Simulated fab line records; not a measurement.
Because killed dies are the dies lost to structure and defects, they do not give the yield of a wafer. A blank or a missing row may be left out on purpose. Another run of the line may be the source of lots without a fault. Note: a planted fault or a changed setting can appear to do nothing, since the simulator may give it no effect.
Matching of chambers	flow n5-finfet	N5_BEOL_M3_ETCH_63 on rie-diel-02 has 4 sister chambers
The step etches SiARC in CF4, target depth 15.6 nm, time 26 s. 24 wafers are shown with their chamber, then 12 later ones without.

## WAFERS, EACH WITH ITS CHAMBER
wafer	chamber	showerhead-plenum-p-Torr (Torr)	drypump-motor-current-A (A)	throttle-valve-pct (%)
L075.1	2	2.14	5.9	15.71
L075.4	2	2.14	5.9	15.67
L075.6	2	2.14	5.9	15.68
L079.1	3	2.18	5.4	15.54
L079.2	2	2.14	5.9	15.72
L079.3	0	2.20	5.6	15.22
L080.3	2	2.14	5.9	15.72
L080.4	3	2.18	5.3	15.53
L080.5	0	2.20	5.6	15.22
L083.2	3	2.18	5.3	15.55
L083.3	0	2.20	5.6	15.23
L083.4	2	2.14	5.9	15.72
L085.1	0	2.20	5.6	15.24
L085.3	3	2.18	5.3	15.55
L085.4	2	2.14	5.9	15.70
L087.3	1	2.04	5.6	15.84
L087.4	0	2.19	5.6	15.26
L087.5	3	2.18	5.3	15.56
L089.1	0	2.19	5.6	15.23
L089.4	1	2.04	5.6	15.86
L089.6	0	2.19	5.6	15.24
L090.1	1	2.04	5.6	15.83
L090.2	2	2.14	5.9	15.74
L090.3	0	2.19	5.6	15.24

SIGNATURES (means of the wafers above)
reading	chamber 0	chamber 1	chamber 2	chamber 3	scatter within a chamber
showerhead-plenum-p-Torr	2.1950	2.0400	2.1400	2.1800	0.00316
drypump-motor-current-A	5.600	5.600	5.900	5.320	0.02
throttle-valve-pct	15.2350	15.8433	15.7075	15.5460	0.0172
Rule: for each reading, subtract the chamber's mean from the wafer's reading, divide by that reading's scatter and square the result; add these up over the readings and take the root, which gives the wafer's distance from the chamber. If the next closest chamber is less than 2 further off than the closest, the wafer can't be placed; otherwise it belongs to the closest. The scatter is the square root of a quotient: the sum, over the shown wafers, of each reading's squared deviation from its chamber's mean, divided by wafers minus chambers.

## WAFERS WITH NO CHAMBER GIVEN
wafer	showerhead-plenum-p-Torr (Torr)	drypump-motor-current-A (A)	throttle-valve-pct (%)
L092.1	2.19	5.6	15.27
L092.4	2.04	5.6	15.84
L092.6	2.04	5.6	15.85
L093.3	2.17	5.3	15.57
L093.4	2.14	5.9	15.76
L093.5	2.14	5.9	15.73
L095.1	2.04	5.6	15.86
L095.2	2.17	5.3	15.57
L095.5	2.04	5.6	15.85
L097.1	2.17	5.3	15.59
L097.3	2.13	5.9	15.75
L097.5	2.04	5.6	15.86

## THE CHAMBER EACH PASSED THROUGH
wafer	from the rows above	in truth
L092.1	0	0
L092.4	1	1
L092.6	1	1
L093.3	3	3
L093.4	2	2
L093.5	2	2
L095.1	1	1
L095.2	3	3
L095.5	1	1
L097.1	3	3
L097.3	2	2
L097.5	1	1
Placed correctly: 12 of 12. Not placeable from these rows: 0. Number placed wrongly: 0.
